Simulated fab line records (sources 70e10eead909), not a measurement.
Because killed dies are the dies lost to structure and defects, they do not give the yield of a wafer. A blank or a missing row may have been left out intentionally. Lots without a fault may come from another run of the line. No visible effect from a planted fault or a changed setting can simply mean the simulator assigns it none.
fab line records	flow nand_harc	part 1 of 2: steps 1 to 23 of 35
[record] lots = 5	wafers = 15	last_day = 23
route steps=1159 shown P_M1@285 P_M2@318
lots with no fault: from the same line, run without faults
start_h: start of the lot's first displayed wafer, in hours after the record's first day	wait_h: time in hours since the lot's previous step	" repeats the value in the row above	L1.1+2: a row that stands for several wafers	- no value, or no start was given	* or withheld: withheld	< > ~ a bound
route shown NAME@n: NAME is a module with steps in the file, n the number in the route of the first one	usual: mean and standard deviation over wafers with no fault	same: alike in all rows	chamber/n: place in a boat	sites: each site's reading	_std_site: the values' standard deviation	_edge_site: outer sites' mean less inner sites'	radius_mm: how far each site lies from the wafer's centre	mask NAME#n: copy n	behind: the tool/chamber that last shaped the wafer	hold: why the lot went on hold/how many hours it stayed there/how the hold came to an end	device: transistor that didn't switch, given as n, p or np	end of line: the route-end tests of the same wafers	where a step has no rows: the recipe by itself	killed: not the wafer's yield, but the dies lost to structure and defects at the first sort	map: a wafer's dies, x killed, . not, _ none there
set.NAME: the setting that was run; set.NAME@STEP: the one run at that earlier step	model.NAME: the simulator's own value behind a step, which no gauge read
lots seen at some steps along the route; tables by step, rows by wafer
services: a tool's chamber out of use, with start hour (start_h, from the record's first day; less than 0 if before it), hours out, and reason
[[steps]]
[step NHARC_P_M1_DEP_00]
[recipe] target_thk_a = 1825	target_thk_nm = 182.5	temp_c = withheld	pressure_torr = 5	flow_sccm = 200	rf_w = 600	material = SiOC
lot.wafer	tool	chamber	start_h	wait_h
L077.3+2+4	pecvd-02	2,1,1	140.92	-
L079.3+5+4	pecvd-01	2,1,2	151.45	-
L080.2+5+4	pecvd-04	1,1,2	156.17	-
L081.3+5+4	pecvd-04	0,1,2	-	-
L092.3+1+2	pecvd-02	1,2,0	228.67	-
[step NHARC_P_M1_DEHYDRATE_01]
[recipe] temp_c = 150	time_s = 120
[usual] plate_temp_C = 149.99/0.13
lot.wafer	tool	chamber	start_h	wait_h	plate_temp_C
L077.2	litho_track-01	0	141.32	-	150.06
L077.3	"	0	"	"	150.19
L077.4	"	0	"	"	150.15
L079.3	litho_track-01	0	151.81	-	149.89
L079.4	"	0	"	"	150.09
L079.5	"	0	"	"	149.81
L080.2	litho_track-01	0	156.58	-	150.05
L080.4	"	0	"	"	149.95
L080.5	"	0	"	"	149.87
L081.3	litho_track-06	0	158.01	-	149.81
L081.4	"	0	"	"	150.03
L081.5	"	0	"	"	149.64
L092.1	litho_track-01	0	229.08	-	150.05
L092.2	"	0	"	"	150.09
L092.3	"	0	"	"	150.07
[step NHARC_P_M1_HMDS_02]
[recipe] time_s = 30
lot.wafer	tool	chamber	start_h	wait_h
L077.2+3+4	litho_track-01	0	-	-
L079.3+4+5	litho_track-01	0	-	-
L080.2+4+5	litho_track-01	0	-	-
L081.3+4+5	litho_track-06	0	-	-
L092.1+2+3	litho_track-01	0	-	-
[step NHARC_P_M1_COAT_34]
[recipe] temp_c = 200	time_s = 65
[usual] plate_temp_C = 199.99/0.14
lot.wafer	tool	chamber	start_h	wait_h	plate_temp_C
L077.2	litho_track-01	0	-	-	200.14
L077.3	"	0	"	"	199.93
L077.4	"	0	"	"	199.92
L079.3	litho_track-01	0	-	-	200.16
L079.4	"	0	"	"	199.99
L079.5	"	0	"	"	199.90
L080.2	litho_track-01	0	-	-	200.10
L080.4	"	0	"	"	199.96
L080.5	"	0	"	"	200.12
L081.3	litho_track-06	0	-	-	200.15
L081.4	"	0	"	"	199.86
L081.5	"	0	"	"	200.07
L092.1	litho_track-01	0	-	-	199.98
L092.2	"	0	"	"	200.25
L092.3	"	0	"	"	200.04
[step NHARC_P_M1_COAT_03]
[recipe] spin_rpm = 1500	resist_thk_nm = 90
[usual] spin_speed_rpm = 1499.7/0.99
lot.wafer	tool	chamber	start_h	wait_h	spin_speed_rpm
L077.2	litho_track-01	0	-	-	1500.0
L077.3	"	0	"	"	1500.3
L077.4	"	0	"	"	1499.1
L079.3	litho_track-01	0	-	-	1498.4
L079.4	"	0	"	"	1499.0
L079.5	"	0	"	"	1499.8
L080.2	litho_track-01	0	-	-	1500.7
L080.4	"	0	"	"	1500.4
L080.5	"	0	"	"	1499.7
L081.3	litho_track-06	0	-	-	1502.4
L081.4	"	0	"	"	1497.3
L081.5	"	0	"	"	1501.6
L092.1	litho_track-01	0	-	-	1500.1
L092.2	"	0	"	"	1499.0
L092.3	"	0	"	"	1500.9
[step NHARC_P_M1_SOFTBAKE_04]
[recipe] temp_c = 105	time_s = 55
[usual] plate_temp_C = 104.98/0.13
lot.wafer	tool	chamber	start_h	wait_h	plate_temp_C
L077.2	litho_track-01	0	-	-	104.91
L077.3	"	0	"	"	104.97
L077.4	"	0	"	"	104.89
L079.3	litho_track-01	0	-	-	105.07
L079.4	"	0	"	"	105.08
L079.5	"	0	"	"	105.29
L080.2	litho_track-01	0	-	-	104.86
L080.4	"	0	"	"	105.14
L080.5	"	0	"	"	105.07
L081.3	litho_track-06	0	-	-	105.02
L081.4	"	0	"	"	104.91
L081.5	"	0	"	"	105.02
L092.1	litho_track-01	0	-	-	105.23
L092.2	"	0	"	"	105.12
L092.3	"	0	"	"	105.17
[step NHARC_P_M1_EBR_05]
lot.wafer	tool	chamber	start_h	wait_h
L077.2+3+4	litho_track-01	0	-	-
L079.3+4+5	litho_track-01	0	-	-
L080.2+4+5	litho_track-01	0	-	-
L081.3+4+5	litho_track-06	0	-	-
L092.1+2+3	litho_track-01	0	-	-
[step NHARC_P_M1_EXPOSE_06]
[recipe] na = 1.35	target_cd_nm = 130	dose_mj = 81.88	mask_id = P_M1
lot.wafer	tool	chamber	start_h	wait_h	mask
L077.2+3+4	arfi_scanner-01	0	141.51	-	P_M1#0
L079.3+4+5	arfi_scanner-03	0	151.99	-	P_M1#0
L080.2+4+5	arfi_scanner-01	0	156.87	-	P_M1#0
L081.3+4+5	arfi_scanner-03	0	158.31	-	P_M1#0
L092.1+2+3	arfi_scanner-03	0	229.37	-	P_M1#0
[step NHARC_P_M1_PEB_07]
[recipe] peb_temp_c = 100	peb_time_s = 65
[usual] plate_temp_C = 99.98/0.14
lot.wafer	tool	chamber	start_h	wait_h	plate_temp_C
L077.2	litho_track-01	0	141.57	0.1	100.05
L077.3	"	0	"	"	100.04
L077.4	"	0	"	"	99.93
L079.3	litho_track-04	0	152.04	0.0	99.93
L079.4	"	0	"	"	100.13
L079.5	"	0	"	"	100.05
L080.2	litho_track-06	0	156.93	0.1	99.96
L080.4	"	0	"	"	100.15
L080.5	"	0	"	"	100.10
L081.3	litho_track-01	0	158.36	0.0	100.11
L081.4	"	0	"	"	100.15
L081.5	"	0	"	"	100.29
L092.1	litho_track-06	0	229.43	0.1	100.01
L092.2	"	0	"	"	100.10
L092.3	"	0	"	"	100.10
[step NHARC_P_M1_DEVELOP_08]
[recipe] develop_time_s = 35	dev_temp_c = 23
lot.wafer	tool	chamber	start_h	wait_h
L077.2+3+4	litho_track-01	0	-	-
L079.3+4+5	litho_track-04	0	-	-
L080.2+4+5	litho_track-06	0	-	-
L081.3+4+5	litho_track-01	0	-	-
L092.1+2+3	litho_track-06	0	-	-
[step NHARC_P_M1_CD_MEAS_09]
[recipe] target_cd_nm = 130	landing_energy_ev = 500
[usual] cd_nm = 130.4/0.63
lot.wafer	tool	chamber	start_h	wait_h	cd_nm
L077.2	cd_sem-01	0	141.65	-	130.7
L077.3	"	0	"	"	130.1
L077.4	"	0	"	"	130.8
L079.3	cd_sem-02	0	152.13	-	129.9
L079.4	"	0	"	"	131.1
L079.5	"	0	"	"	130.6
L080.2	cd_sem-01	0	157.01	-	130.8
L080.4	"	0	"	"	130.2
L080.5	"	0	"	"	131.5
L081.3	cd_sem-01	0	158.44	-	131.0
L081.4	"	0	"	"	129.6
L081.5	"	0	"	"	130.6
L092.1	cd_sem-02	0	229.51	-	130.2
L092.2	"	0	"	"	129.9
L092.3	"	0	"	"	130.5
[step NHARC_P_M1_OVL_MEAS_10]
[recipe] pitch_nm = 260
[usual] overlay_x_nm = -0.1/0.81	overlay_y_nm = 0.1/0.76
lot.wafer	tool	chamber	start_h	wait_h	overlay_x_nm	overlay_y_nm
L077.2	overlay-01	-	141.74	-	0.7	0.4
L077.3	"	-	"	"	0.8	0.6
L077.4	"	-	"	"	1.1	-0.1
L079.3	overlay-01	-	152.21	-	0.1	0.2
L079.4	"	-	"	"	0.2	0.2
L079.5	"	-	"	"	0.2	0.7
L080.2	overlay-02	-	157.09	-	1.2	-0.5
L080.4	"	-	"	"	0.5	0.0
L080.5	"	-	"	"	0.8	-0.2
L081.3	overlay-01	-	158.53	-	0.9	2.0
L081.4	"	-	"	"	0.9	1.7
L081.5	"	-	"	"	0.0	1.7
L092.1	overlay-02	-	229.60	-	-0.9	0.7
L092.2	"	-	"	"	-0.9	0.7
L092.3	"	-	"	"	-1.0	0.3
[step NHARC_P_M1_INSPECT_11]
[usual] raw_defect_count = 3.9/2.4
lot.wafer	tool	chamber	start_h	wait_h	raw_defect_count
L077.2	defect_inspect-02	-	141.77	0.0	2
L077.3	"	-	"	"	2
L077.4	"	-	"	"	6
L079.3	defect_inspect-02	-	152.25	0.0	4
L079.4	"	-	"	"	2
L079.5	"	-	"	"	6
L080.2	defect_inspect-02	-	157.13	0.0	3
L080.4	"	-	"	"	7
L080.5	"	-	"	"	7
L081.3	defect_inspect-01	-	158.56	0.0	0
L081.4	"	-	"	"	7
L081.5	"	-	"	"	1
L092.1	defect_inspect-01	-	229.63	0.0	6
L092.2	"	-	"	"	8
L092.3	"	-	"	"	5
[step NHARC_P_M1_DESCUM_14]
[recipe] time_s = 3	o2_flow_sccm = 200	ar_flow_sccm = 0	bias_power_w = 0	chemistry = O2
[usual] chamber_pressure_mTorr = 60.00/0.058	drypump_motor_current_A = 5.6/0.49	oes_product_au = 0.997/0.0099	rf_vpp_V = 57.8/0.9	showerhead_plenum_p_Torr = 1.91/0.089	throttle_valve_pct = 11.312/0.0097
lot.wafer	tool	chamber	start_h	wait_h	chamber_pressure_mTorr	drypump_motor_current_A	oes_product_au	rf_hours_counter_h	rf_vpp_V	showerhead_plenum_p_Torr	throttle_valve_pct
L077.2	rie_diel-06	3	141.85	0.1	60.02	4.7	0.993	6	56.6	1.99	11.325
L077.3	"	0	"	"	60.02	5.8	1.005	5	57.0	1.89	11.289
L077.4	"	1	"	"	60.00	6.3	1.006	5	57.1	1.79	11.314
L079.4	rie_diel-04	3	152.31	0.1	60.02	5.4	0.994	2	57.5	1.87	11.311
L079.3	"	2	"	"	59.97	5.8	0.989	1	57.9	1.85	11.312
L079.5	"	3	"	"	60.00	5.5	0.994	-	57.5	1.87	11.315
L080.4	rie_diel-04	2	157.19	0.1	59.93	5.8	0.995	2	57.9	1.85	11.320
L080.2	"	1	"	"	60.06	6.0	1.007	2	57.5	1.85	11.303
L080.5	"	2	"	"	59.95	5.8	1.003	-	58.1	1.85	11.310
L081.3	rie_diel-04	2	158.63	0.1	60.02	5.8	1.011	2	58.2	1.85	11.304
L081.4	"	0	"	"	59.98	5.3	1.001	2	57.0	2.06	11.316
L081.5	"	1	"	"	60.00	6.0	1.017	-	58.1	1.85	11.320
L092.2	rie_diel-04	2	229.69	0.1	59.98	5.8	0.987	6	57.6	1.85	11.307
L092.1	"	3	"	"	60.10	5.5	0.983	5	58.6	1.87	11.304
L092.3	"	0	"	"	60.01	5.3	0.993	5	58.0	2.06	11.305
[step NHARC_P_M1_ETCH_35]
[recipe] target_depth_a = 400	overetch_a = 120	time_s = 43.94	ion_energy_ev = 200	n2_flow_sccm = 150	h2_flow_sccm = 150	ar_flow_sccm = 0	rf_w = 400	bias_w = 150	chemistry = N2/H2
[usual] chamber_pressure_mTorr = 29.995/0.026	drypump_motor_current_A = 5.6/0.49	n2_flow_sccm = 150.0/0.51	oes_product_au = 0.996/0.011	rf_vpp_V = 430.2/2.9	showerhead_plenum_p_Torr = 2.03/0.098	throttle_valve_pct = 14.171/0.01
lot.wafer	tool	chamber	start_h	wait_h	chamber_pressure_mTorr	drypump_motor_current_A	n2_flow_sccm	oes_product_au	rf_hours_counter_h	rf_vpp_V	showerhead_plenum_p_Torr	throttle_valve_pct
L077.3	rie_diel-06	1	142.00	0.1	29.965	6.3	150.4	0.995	5	427.1	1.91	14.166
L077.2	"	2	"	"	30.007	5.8	149.9	0.990	5	427.8	1.94	14.174
L077.4	"	3	"	"	29.978	4.7	150.7	0.988	6	433.3	2.13	14.167
L079.4	rie_diel-04	0	152.39	0.1	29.975	5.3	150.4	1.006	2	433.6	2.20	14.176
L079.3	"	2	"	"	29.984	5.8	149.3	1.017	1	429.1	1.97	14.180
L079.5	"	1	"	"	30.029	6.0	150.6	1.012	-	429.1	1.97	14.180
L080.2	rie_diel-04	1	157.28	0.1	29.995	6.0	149.9	1.004	2	428.1	1.97	14.168
L080.4	"	3	"	"	30.013	5.4	150.0	0.999	2	429.0	1.99	14.170
L080.5	"	1	"	"	29.978	6.0	150.4	1.016	-	427.5	1.97	14.172
L081.3	rie_diel-04	3	158.71	0.1	29.967	5.4	150.6	0.999	2	429.2	1.99	14.180
L081.4	"	1	"	"	29.992	6.0	150.3	1.015	2	428.4	1.97	14.177
L081.5	"	2	"	"	29.965	5.8	149.6	1.008	-	427.9	1.97	14.156
L092.3	rie_diel-04	3	229.79	0.1	30.006	5.4	150.6	1.003	5	429.3	1.99	14.179
L092.1	"	0	"	"	30.011	5.3	150.4	1.004	5	434.2	2.20	14.176
L092.2	"	2	"	"	30.032	5.8	150.3	1.001	6	427.8	1.97	14.153
[step NHARC_P_M1_ETCH_15]
[recipe] target_depth_a = 1825	time_s = 91.2	c4f8_flow_sccm = withheld	ar_flow_sccm = 400	rf_w = 600	bias_w = 300	chemistry = C4F8/Ar
[usual] chamber_pressure_mTorr = 25.002/0.023	oes_product_au = 0.951/0.024	rf_vpp_V = 440.6/2.9
lot.wafer	tool	chamber	start_h	wait_h	chamber_pressure_mTorr	oes_product_au	rf_hours_counter_h	rf_vpp_V
L077.2	rie_diel-06	3	-	-	25.019	0.942	6	443.9
L077.4	"	0	"	"	24.995	0.938	5	440.6
L077.3	"	2	"	"	25.022	0.923	6	439.2
L079.4	rie_diel-04	1	-	-	24.990	0.976	1	439.5
L079.3	"	3	"	"	24.969	0.956	2	438.8
L079.5	"	1	"	"	24.992	0.981	-	438.3
L080.4	rie_diel-04	3	-	-	24.965	0.946	2	440.0
L080.2	"	2	"	"	25.027	0.964	2	439.3
L080.5	"	3	"	"	25.004	0.948	-	440.1
L081.3	rie_diel-04	0	-	-	24.987	0.997	2	444.5
L081.4	"	2	"	"	25.030	0.968	2	438.2
L081.5	"	0	"	"	24.984	0.983	-	444.8
L092.3	rie_diel-04	2	-	-	25.005	0.969	6	439.5
L092.1	"	3	"	"	24.974	0.960	5	441.1
L092.2	"	0	"	"	25.030	0.978	5	443.8
[step NHARC_P_M1_CD_MEAS_16]
[usual] cd_nm = 130.6/0.86
lot.wafer	tool	chamber	start_h	wait_h	cd_nm
L077.2	cd_sem-02	-	142.32	-	129.8
L077.3	"	-	"	"	129.2
L077.4	"	-	"	"	129.8
L079.3	cd_sem-03	-	152.62	-	129.9
L079.4	"	-	"	"	131.5
L079.5	"	-	"	"	131.3
L080.2	cd_sem-02	-	157.50	-	130.6
L080.4	"	-	"	"	131.7
L080.5	"	-	"	"	131.8
L081.3	cd_sem-01	-	158.93	-	131.7
L081.4	"	-	"	"	129.0
L081.5	"	-	"	"	130.6
L092.1	cd_sem-03	-	230.04	-	130.2
L092.2	"	-	"	"	130.1
L092.3	"	-	"	"	130.8
[step NHARC_P_M1_STRIP_18]
[recipe] power_w = 1000	n2_flow_sccm = 150	h2_flow_sccm = 150	ar_flow_sccm = 0	bias_w = 0	chemistry = N2/H2
[usual] chamber_pressure_mTorr = 30.002/0.027	drypump_motor_current_A = 5.6/0.48	n2_flow_sccm = 150.0/0.44	oes_product_au = 0.996/0.011	rf_vpp_V = 90.6/0.95	showerhead_plenum_p_Torr = 2.04/0.1	throttle_valve_pct = 14.171/0.0097
lot.wafer	tool	chamber	start_h	wait_h	chamber_pressure_mTorr	drypump_motor_current_A	n2_flow_sccm	oes_product_au	rf_hours_counter_h	rf_vpp_V	showerhead_plenum_p_Torr	throttle_valve_pct
L077.2	rie_diel-10	1	142.40	0.1	30.012	5.0	150.5	0.991	3	91.9	2.19	14.186
L077.4	"	2	"	"	30.005	5.8	150.2	0.957	3	90.1	2.17	14.174
L077.3	"	3	"	"	30.002	6.4	150.5	0.982	2	91.8	2.06	14.164
L079.4	rie_diel-06	3	152.71	0.1	29.957	4.7	149.9	0.988	7	91.1	2.13	14.165
L079.3	"	0	"	"	30.021	5.8	149.5	1.010	7	92.0	2.01	14.167
L079.5	"	2	"	"	29.968	5.8	150.5	0.989	-	89.9	1.94	14.171
L080.2	rie_diel-10	3	157.62	0.1	30.015	6.4	150.5	0.991	3	91.6	2.06	14.178
L080.4	"	0	"	"	29.940	4.9	150.1	0.988	3	89.0	1.94	14.172
L080.5	"	1	"	"	29.963	5.0	149.7	0.998	-	90.3	2.19	14.180
L081.3	rie_diel-06	0	159.05	0.1	30.056	5.8	150.6	1.008	7	91.8	2.01	14.181
L081.4	"	1	"	"	29.970	6.3	150.1	1.002	7	90.2	1.91	14.173
L081.5	"	3	"	"	30.044	4.7	149.6	0.999	-	91.9	2.13	14.149
L092.3	rie_diel-10	2	230.12	0.1	30.024	5.8	148.9	0.987	1	90.2	2.17	14.202
L092.2	"	3	"	"	30.001	6.4	149.4	0.993	1	89.6	2.06	14.154
L092.1	"	0	"	"	29.963	4.9	150.3	0.976	1	89.2	1.94	14.167
[step NHARC_P_M1_ETCH_28]
[recipe] target_depth_a = 300	over_etch_frac = 0.3	time_s = 72.99	ion_energy_ev = 150	cf4_flow_sccm = 50	n2_flow_sccm = 100	ar_flow_sccm = 150	rf_w = 300	bias_w = 100	chemistry = CF4/N2
[usual] chamber_pressure_mTorr = 30.004/0.028	drypump_motor_current_A = 5.6/0.49	n2_flow_sccm = 100.04/0.29	oes_product_au = 0.996/0.011	rf_vpp_V = 314.0/2.1	showerhead_plenum_p_Torr = 2.62/0.12	throttle_valve_pct = 19.795/0.01
lot.wafer	tool	chamber	start_h	wait_h	chamber_pressure_mTorr	drypump_motor_current_A	n2_flow_sccm	oes_product_au	rf_hours_counter_h	rf_vpp_V	showerhead_plenum_p_Torr	throttle_valve_pct
L077.3	rie_diel-10	3	-	-	30.037	6.4	100.45	0.978	2	314.5	2.65	19.813
L077.4	"	0	"	"	29.999	4.9	99.93	0.989	3	312.6	2.51	19.797
L077.2	"	2	"	"	30.027	5.8	99.98	0.977	3	318.1	2.78	19.811
L079.4	rie_diel-06	2	-	-	30.008	5.8	100.09	0.991	7	312.1	2.50	19.800
L079.3	"	1	"	"	29.989	6.2	99.92	0.999	6	312.4	2.47	19.802
L079.5	"	3	"	"	29.972	4.7	99.64	0.994	-	316.5	2.73	19.799
L080.2	rie_diel-10	2	-	-	29.969	5.8	99.41	0.975	3	316.7	2.78	19.795
L080.4	"	3	"	"	30.030	6.4	99.59	0.990	3	314.1	2.65	19.783
L080.5	"	1	"	"	30.054	5.0	100.02	0.996	-	316.7	2.80	19.773
L081.4	rie_diel-06	2	-	-	29.986	5.8	100.63	0.991	7	312.9	2.50	19.798
L081.3	"	3	"	"	30.019	4.7	100.41	0.996	8	315.6	2.73	19.795
L081.5	"	0	"	"	29.998	5.8	99.72	1.003	-	313.7	2.60	19.811
L092.1	rie_diel-10	1	-	-	30.057	5.0	100.12	1.004	1	317.5	2.80	19.808
L092.3	"	2	"	"	29.998	5.8	100.33	1.001	1	316.9	2.78	19.782
L092.2	"	3	"	"	30.046	6.4	99.69	0.995	1	314.7	2.65	19.800
[step NHARC_P_M1_STRIP_19]
[recipe] time_s = 600	temp_c = 30	chemistry = post_etch_residue_remover
[usual] temp_c = 30.03/0.11
lot.wafer	tool	chamber	start_h	wait_h	temp_c
L077.2	wet_bench-08	5	142.77	-	30.26
L077.4	"	6	"	"	29.95
L077.3	"	7	"	"	30.07
L079.3	wet_bench-08	5	153.06	-	30.25
L079.5	"	6	"	"	30.21
L079.4	"	2	"	"	29.86
L080.5	wet_bench-08	4	157.95	-	30.07
L080.4	"	6	"	"	29.91
L080.2	"	0	"	"	30.07
L081.4	wet_bench-10	7	159.39	-	30.00
L081.3	"	1	"	"	30.04
L081.5	"	2	"	"	29.95
L092.3	wet_bench-10	6	230.49	-	29.94
L092.1	"	7	"	"	30.22
L092.2	"	1	"	"	29.92
[step NHARC_P_M1_DEGAS_29]
[recipe] temp_c = 250	time_s = 60
[usual] heater_power_w = 336/45
lot.wafer	tool	chamber	start_h	wait_h	heater_power_w
L077.2	pvd_sputter-02	-	143.03	-	297
L077.4	"	-	"	"	358
L077.3	"	-	"	"	301
L079.3	pvd_sputter-03	-	153.33	-	392
L079.4	"	-	"	"	370
L079.5	"	-	"	"	385
L080.4	pvd_sputter-03	-	158.22	-	380
L080.2	"	-	"	"	348
L080.5	"	-	"	"	382
L081.4	pvd_sputter-02	-	159.64	-	353
L081.3	"	-	"	"	293
L081.5	"	-	"	"	292
L092.1	pvd_sputter-02	-	230.75	-	279
L092.2	"	-	"	"	297
L092.3	"	-	"	"	292
[step NHARC_P_M1_PRE_CLEAN_30]
[recipe] time_s = 30	temp_c = 280	gas = H2/He
[usual] heater_power_w = 412/54
lot.wafer	tool	chamber	start_h	wait_h	heater_power_w
L077.4	pvd_sputter-02	-	-	-	363
L077.3	"	-	"	"	359
L077.2	"	-	"	"	443
L079.3	pvd_sputter-03	-	-	-	477
L079.4	"	-	"	"	454
L079.5	"	-	"	"	473
L080.2	pvd_sputter-03	-	-	-	463
L080.4	"	-	"	"	314
L080.5	"	-	"	"	483
L081.4	pvd_sputter-02	-	-	-	452
L081.3	"	-	"	"	360
L081.5	"	-	"	"	432
L092.2	pvd_sputter-02	-	-	-	360
L092.3	"	-	"	"	365
L092.1	"	-	"	"	342
[step NHARC_P_M1_PVD_20]
[recipe] target_thk_a = 50	bias_v = 168.6	power_w = 15000	chamber_pressure_pa = 0.12	time_s = 8.06	substrate_temp_c = 50	material = TaN
[usual] bias_v = 169.0/1.6	throttle_valve_pct = 30.3/0.7
lot.wafer	tool	chamber	start_h	wait_h	bias_v	throttle_valve_pct
L077.4	pvd_sputter-02	-	-	-	169.7	30.5
L077.2	"	-	"	"	167.5	30.8
L077.3	"	-	"	"	169.8	29.8
L079.3	pvd_sputter-03	-	-	-	169.0	29.0
L079.4	"	-	"	"	168.6	30.8
L079.5	"	-	"	"	165.1	30.7
L080.2	pvd_sputter-03	-	-	-	169.9	30.6
L080.4	"	-	"	"	166.8	30.8
L080.5	"	-	"	"	172.3	30.8
L081.3	pvd_sputter-02	-	-	-	170.2	31.0
L081.4	"	-	"	"	171.3	30.4
L081.5	"	-	"	"	170.8	31.0
L092.3	pvd_sputter-02	-	-	-	167.4	30.4
L092.1	"	-	"	"	168.9	30.4
L092.2	"	-	"	"	166.7	28.8
